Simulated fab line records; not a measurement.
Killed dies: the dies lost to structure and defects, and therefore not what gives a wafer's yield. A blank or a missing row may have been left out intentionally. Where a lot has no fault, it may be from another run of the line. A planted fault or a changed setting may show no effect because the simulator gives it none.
Which tool was responsible?    flow n5-finfet    Sampling: 12 lots, 34 wafers, 5 of 1938 route steps

## WHAT THE GAUGES SHOWED, per wafer
No reading from a measuring or inspecting step in the record can be judged against a usual standard deviation.

## EACH LOT AND THE TOOL THAT RAN IT (in order: tool; ch and the chambers of the sampled wafers; start)
lot   N5_MOL_CONTACT_COAG_PRE_CLEAN_142  N5_MOL_CONTACT_COAG_ALD_131       N5_MOL_CONTACT_COAG_ETCH_91        N5_MOL_CONTACT_COAG_STRIP_119         N5_PASSIVATION_PROBE_49
L839  pvd-sputter-02, day 4 19:56        ald-sin-02 ch 0,1,2, day 5 02:06  rie-diel-01 ch 0,3, day 5 02:28    plasma-asher-02 ch 0,1, day 5 02:46   prober-02, day 12 19:28
L840  pvd-sputter-01, day 5 08:37        ald-sin-04 ch 1,2,3, day 5 13:05  rie-diel-03 ch 2,3, day 5 13:18    plasma-asher-01 ch 0,1, day 5 13:37   prober-02, day 12 13:43
L841  pvd-sputter-01, day 5 11:19        ald-sin-02 ch 0,2,3, day 5 15:22  rie-diel-01 ch 0,2,3, day 5 15:37  plasma-asher-01 ch 0,1, day 5 15:56   prober-02, day 13 12:17
L843  pvd-sputter-03, day 5 23:14        ald-sin-04 ch 0,1,2, day 6 03:38  rie-diel-01 ch 1,2,3, day 6 03:52  plasma-asher-01 ch 0,1, day 6 04:10   prober-02, day 13 00:01
L844  pvd-sputter-03, day 6 05:16        ald-sin-03 ch 0,3, day 6 09:46    rie-diel-01 ch 0,2, day 6 10:08    plasma-asher-02 ch 1, day 6 10:26     prober-02, day 13 06:38
L845  pvd-sputter-01, day 6 08:14        ald-sin-03 ch 0,3, day 6 12:39    rie-diel-01 ch 1,2, day 6 13:00    plasma-asher-01 ch 0,1, day 6 13:19   prober-02, day 13 17:11
L846  pvd-sputter-02, day 6 14:14        ald-sin-03 ch 0,1,2, day 6 18:31  rie-diel-05 ch 1,2,3, day 6 18:44  plasma-asher-01 ch 0,1, day 6 19:02   prober-01, day 13 19:50
L851  pvd-sputter-01, day 8 03:02        ald-sin-02 ch 0,1,3, day 8 07:40  rie-diel-05 ch 0,1,2, day 8 08:02  plasma-asher-02 ch 0,1, day 8 08:22   prober-02, day 15 15:22
L857  pvd-sputter-02, day 9 13:29        ald-sin-04 ch 2,3, day 9 17:37    rie-diel-01 ch 1,2,3, day 9 17:50  plasma-asher-01 ch 0,1, day 9 18:08   prober-01, day 16 22:23
L858  pvd-sputter-02, day 9 16:47        ald-sin-04 ch 0,2, day 9 20:57    rie-diel-01 ch 0,2, day 9 21:10    plasma-asher-02 ch 0,1, day 9 21:29   prober-02, day 16 17:33
L859  pvd-sputter-02, day 10 02:10       ald-sin-04 ch 1,2, day 10 06:14   rie-diel-05 ch 0,1, day 10 06:27   plasma-asher-02 ch 0,1, day 10 06:46  prober-01, day 17 13:16
L861  pvd-sputter-02, day 10 08:27       ald-sin-04 ch 1,2, day 10 12:55   rie-diel-03 ch 2, day 10 13:16     plasma-asher-01 ch 0, day 10 13:35    prober-01, day 17 14:25
- N5_MOL_CONTACT_COAG_PRE_CLEAN_142: time 60 s.
- N5_MOL_CONTACT_COAG_ALD_131: deposits SiO2, target thk 5 nm, pulse time 1 s, co reactant pulse time 1 s.
- N5_MOL_CONTACT_COAG_ETCH_91: etches SOC in N2/H2, target depth 60 nm, overetch 21 nm, time 101.2 s.
- N5_MOL_CONTACT_COAG_STRIP_119: strips in N2/H2, time 30 s.
- N5_PASSIVATION_PROBE_49

## AS READ BY THE TOOLS THEMSELVES (means over the sampled wafers that have a number; for cases with no such wafer, the mark the record gives instead)
N5_MOL_CONTACT_COAG_PRE_CLEAN_142. Usual: heater-power-w 494 W, standard deviation 40.
lot   tool            heater-power-w (W)  flag
L839  pvd-sputter-02  512                 
L840  pvd-sputter-01  494                 
L841  pvd-sputter-01  446                 
L843  pvd-sputter-03  452                 
L844  pvd-sputter-03  501                 
L845  pvd-sputter-01  413                 
L846  pvd-sputter-02  525                 
L851  pvd-sputter-01  492                 
L857  pvd-sputter-02  522                 
L858  pvd-sputter-02  522                 
L859  pvd-sputter-02  504                 
L861  pvd-sputter-02  520                 

N5_MOL_CONTACT_COAG_ALD_131. Usual: heater-power-w 83 W, standard deviation 11; precursor-pulse-height-rel 1.000, standard deviation 0.019.
lot   tool        heater-power-w (W)  precursor-pulse-height-rel  flag
L839  ald-sin-02  81                  1.014                       
L840  ald-sin-04  82                  1.021                       
L841  ald-sin-02  91                  0.994                       
L843  ald-sin-04  82                  0.997                       
L844  ald-sin-03  75                  0.984                       
L845  ald-sin-03  74                  1.003                       
L846  ald-sin-03  81                  0.994                       
L851  ald-sin-02  87                  1.019                       
L857  ald-sin-04  70                  1.014                       
L858  ald-sin-04  72                  0.982                       
L859  ald-sin-04  76                  0.982                       
L861  ald-sin-04  82                  1.007                       

N5_MOL_CONTACT_COAG_ETCH_91. Usual: chamber-pressure-mTorr 29.998 mTorr, standard deviation 0.028; drypump-motor-current-A 5.6 A, standard deviation 0.41; oes-product-au 0.68 a.u., standard deviation 0.064; rf-vpp-V 523.9 V, standard deviation 2.3; showerhead-plenum-p-Torr 2.55 Torr, standard deviation 0.082; throttle-valve-pct 17.8 %, standard deviation 0.34.
lot   tool         chamber-pressure-mTorr (mTorr)  drypump-motor-current-A (A)  oes-product-au (a.u.)  rf-vpp-V (V)  showerhead-plenum-p-Torr (Torr)  throttle-valve-pct (%)  flag
L839  rie-diel-01  30.016                          5.2                          0.74                   522.6         2.49                             17.6                    
L840  rie-diel-03  30.004                          5.7                          0.73                   525.5         2.62                             17.8                    
L841  rie-diel-01  30.003                          5.4                          0.69                   522.6         2.50                             17.8                    
L843  rie-diel-01  30.001                          5.5                          0.70                   523.2         2.54                             17.9                    
L844  rie-diel-01  30.007                          5.3                          0.67                   522.6         2.50                             17.7                    
L845  rie-diel-01  30.012                          5.6                          0.71                   524.8         2.58                             17.8                    
L846  rie-diel-05  29.983                          5.8                          0.62                   524.4         2.56                             18.0                    
L851  rie-diel-05  30.035                          5.8                          0.63                   525.1         2.61                             17.9                    
L857  rie-diel-01  30.003                          5.5                          0.67                   523.6         2.53                             17.9                    
L858  rie-diel-01  29.979                          5.4                          0.62                   522.8         2.50                             18.0                    
L859  rie-diel-05  29.998                          5.6                          0.65                   525.2         2.62                             17.7                    
L861  rie-diel-03  29.973                          5.9                          0.70                   523.1         2.47                             17.7                    

N5_MOL_CONTACT_COAG_STRIP_119. Usual: drypump-motor-current-A 5.60 A, standard deviation 0.29; heater-power-w 375 W, standard deviation 22.
lot   tool             drypump-motor-current-A (A)  heater-power-w (W)  flag
L839  plasma-asher-02  5.83                         370                 
L840  plasma-asher-01  5.46                         381                 
L841  plasma-asher-01  5.47                         382                 
L843  plasma-asher-01  5.46                         375                 
L844  plasma-asher-02  5.73                         348                 
L845  plasma-asher-01  5.27                         389                 
L846  plasma-asher-01  5.47                         382                 
L851  plasma-asher-02  5.79                         369                 
L857  plasma-asher-01  5.47                         377                 
L858  plasma-asher-02  5.79                         360                 
L859  plasma-asher-02  5.77                         364                 
L861  plasma-asher-01  5.69                         372                 

N5_PASSIVATION_PROBE_49. Usual: killed_at_M0_to_M3 32, standard deviation 9.7; killed_at_M4_up 14, standard deviation 5.3; killed-at-contacts 11, standard deviation 6; killed-at-front-end 39, standard deviation 14; killed-at-other 3.3, standard deviation 2.7; killed-dies 100, standard deviation 17; killed-on-rim 14, standard deviation 4; killed-open 66, standard deviation 13; killed-short 32, standard deviation 7.4.
lot   tool       killed_at_M0_to_M3  killed_at_M4_up  killed-at-contacts  killed-at-front-end  killed-at-other  killed-dies  killed-on-rim  killed-open  killed-short  flag
L839  prober-02  36                  14               6                   24                   5.3              85           11             55           31            
L840  prober-02  37                  11               10                  28                   2.3              88           11             59           29            
L841  prober-02  34                  15               17                  34                   4.7              105          13             72           33            
L843  prober-02  40                  13               8                   49                   2.3              113          19             72           39            
L844  prober-02  36                  12               14                  45                   4.0              110          14             71           40            
L845  prober-02  34                  19               14                  24                   4.0              95           13             66           28            
L846  prober-01  26                  23               8                   36                   2.7              96           14             62           31            
L851  prober-02  36                  16               274                 41                   4.7              371          47             72           32            OFF
L857  prober-01  34                  13               14                  56                   2.3              119          15             82           36            
L858  prober-02  25                  8                26                  56                   1.0              116          14             80           36            
L859  prober-01  27                  15               7                   47                   6.3              103          12             71           30            
L861  prober-01  34                  18               13                  54                   4.0              122          16             79           40            

## THE ANSWER, worked out from the rows above alone
Rule: take the mean of a lot's wafers that have a number; if it is more than 3 standard deviations from the usual mean, the lot is off. A lot without any number at a reading at which 4 lots or more have one is off too. The other lots that the step has rows for count as sound. First the gauges in route order, then the tools' own readings, where a lot's mean is used as printed above. At the first step where some lot is off, the reading lying furthest off is the one used; lots without a number count as furthest.
Off: L851, at N5_PASSIVATION_PROBE_49 (killed-at-contacts).
A tool fits if, at that step or a process step before it, it ran every lot that is off, and no sound lot after the first of them. This does not decide it: 2 tools fit, namely pvd-sputter-01 at N5_MOL_CONTACT_COAG_PRE_CLEAN_142 and ald-sin-02 at N5_MOL_CONTACT_COAG_ALD_131.

## WHAT THE SIMULATOR HAD PUT IN
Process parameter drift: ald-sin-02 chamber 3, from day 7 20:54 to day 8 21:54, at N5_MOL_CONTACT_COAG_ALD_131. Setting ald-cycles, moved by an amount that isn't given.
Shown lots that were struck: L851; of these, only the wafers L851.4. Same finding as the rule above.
